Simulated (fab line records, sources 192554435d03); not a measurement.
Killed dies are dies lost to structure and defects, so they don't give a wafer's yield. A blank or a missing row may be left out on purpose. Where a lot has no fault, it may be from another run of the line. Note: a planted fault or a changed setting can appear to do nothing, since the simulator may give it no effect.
Matching of chambers    flow n5Finfet    N5_BEOL_M5_CURE_80 on uvCure-03: 3 sister chambers
The step cures SiCOH lowk, time 120 s. 3 wafers are shown with their chamber, then 7 later ones without.

== WAFERS, EACH WITH ITS CHAMBER ==
wafer   chamber  wafer_temp_C_max
L075.6  0        371.7
L090.5  2        371.7
L093.4  1        371.3

== WAFERS WHOSE CHAMBER IS MISSING ==
wafer   wafer_temp_C_max
L093.6  371.2
L095.2  371.5
L095.3  371.3
L095.4  371.4
L096.3  370.9
L096.4  371.4
L096.5  371.2

== EACH ONE'S CHAMBER ==
wafer    from the rows above            in truth
L093.6   1                              1
L095.2   can't be placed: 0 or 1 or 2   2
L095.3   1                              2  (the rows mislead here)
L095.4   can't be placed: 1 or 0 or 2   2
L096.3   1                              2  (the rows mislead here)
L096.4   can't be placed: 1 or 0 or 2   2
L096.5   1                              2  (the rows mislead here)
Correct placement for 1 of the 7. Cannot be placed on the basis of these rows: 3; the candidates contain the true chamber in 3. Placed wrongly: 3.
How it was worked out, from the rows above alone: a wafer's distance from a chamber is the root of the sum, over the readings, of the square of ((its reading less the chamber's mean) divided by the reading's scatter). If the next closest chamber is less than 2 further off than the closest, the wafer can't be placed; otherwise it belongs to the closest. Each chamber's mean is taken over the wafers shown for it. The scatter: with one shown wafer a chamber, the root of the mean of the squares of how far each hidden wafer lies from its nearest shown one.
